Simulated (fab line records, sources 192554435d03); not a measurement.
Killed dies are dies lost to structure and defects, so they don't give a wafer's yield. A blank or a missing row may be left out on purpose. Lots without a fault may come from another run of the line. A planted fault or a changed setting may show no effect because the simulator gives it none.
Chamber matching | flow n5_finfet | N5_FIN_CUT_CUT_ETCH_27 on rie_diel-03: 4 sister chambers
The step etches SiO2 in CHF3/O2, target depth 4 nm, overetch 2 nm, time 4.9 s. 18 wafers are shown with their chamber, then 9 later ones without.

WAFERS WITH THEIR CHAMBER
wafer  | chamber | drypump_motor_current_A (A) | showerhead_plenum_p_Torr (Torr) | rf_vpp_V (V)
L075.2 | 2       | 5.7                         | 2.37                            | 522
L075.3 | 0       | 6.2                         | 2.49                            | 533
L075.5 | 0       | 6.2                         | 2.49                            | 532
L079.2 | 0       | 6.2                         | 2.49                            | 532
L079.3 | 1       | 5.7                         | 2.50                            | 517
L079.4 | 2       | 5.7                         | 2.37                            | 522
L083.1 | 2       | 5.7                         | 2.37                            | 523
L083.3 | 0       | 6.2                         | 2.49                            | 531
L083.4 | 3       | 6.4                         | 2.47                            | 527
L086.3 | 2       | 5.7                         | 2.37                            | 522
L086.4 | 0       | 6.2                         | 2.49                            | 531
L086.5 | 2       | 5.7                         | 2.37                            | 521
L090.2 | 0       | 6.2                         | 2.48                            | 531
L090.4 | 3       | 6.3                         | 2.47                            | 526
L090.6 | 0       | 6.2                         | 2.48                            | 531
L093.2 | 1       | 5.7                         | 2.49                            | 517
L093.4 | 3       | 6.4                         | 2.46                            | 526
L093.5 | 0       | 6.2                         | 2.48                            | 532

SIGNATURES (means of the wafers above)
reading                  | chamber 0 | chamber 1 | chamber 2 | chamber 3 | scatter within a chamber
drypump_motor_current_A  | 6.200     | 5.700     | 5.700     | 6.367     | 0.0218
showerhead_plenum_p_Torr | 2.4863    | 2.4950    | 2.3700    | 2.4667    | 0.00466
rf_vpp_V                 | 531.62    | 517.00    | 522.00    | 526.33    | 0.684
Rule: a wafer's distance from a chamber is the root of the sum, over the readings, of the square of ((its reading less the chamber's mean) divided by the reading's scatter). The wafer belongs to the nearest chamber; if the next one is less than 2 further off, it can't be placed. The scatter: the root of (the sum of the squares of (reading less its chamber's mean) over the shown wafers, divided by (wafers less chambers)).

WAFERS WITHOUT THEIR CHAMBER
wafer  | drypump_motor_current_A (A) | showerhead_plenum_p_Torr (Torr) | rf_vpp_V (V)
L095.1 | 6.3                         | 2.46                            | 525
L095.4 | 6.2                         | 2.48                            | 533
L095.5 | 6.3                         | 2.46                            | 526
L096.2 | 6.2                         | 2.48                            | 529
L096.4 | 6.4                         | 2.46                            | 526
L096.6 | 6.2                         | 2.48                            | 531
L097.4 | 5.8                         | 2.49                            | 517
L097.5 | 6.2                         | 2.48                            | 531
L097.6 | 6.3                         | 2.46                            | 526

WHICH CHAMBER EACH WENT THROUGH
wafer  | from the rows above | in truth
L095.1 | 3                   | 3
L095.4 | 0                   | 0
L095.5 | 3                   | 3
L096.2 | 0                   | 0
L096.4 | 3                   | 3
L096.6 | 0                   | 0
L097.4 | 1                   | 1
L097.5 | 0                   | 0
L097.6 | 3                   | 3
Placed correctly: 9 of 9. Can't be placed from these rows: 0. Placed wrongly: 0.
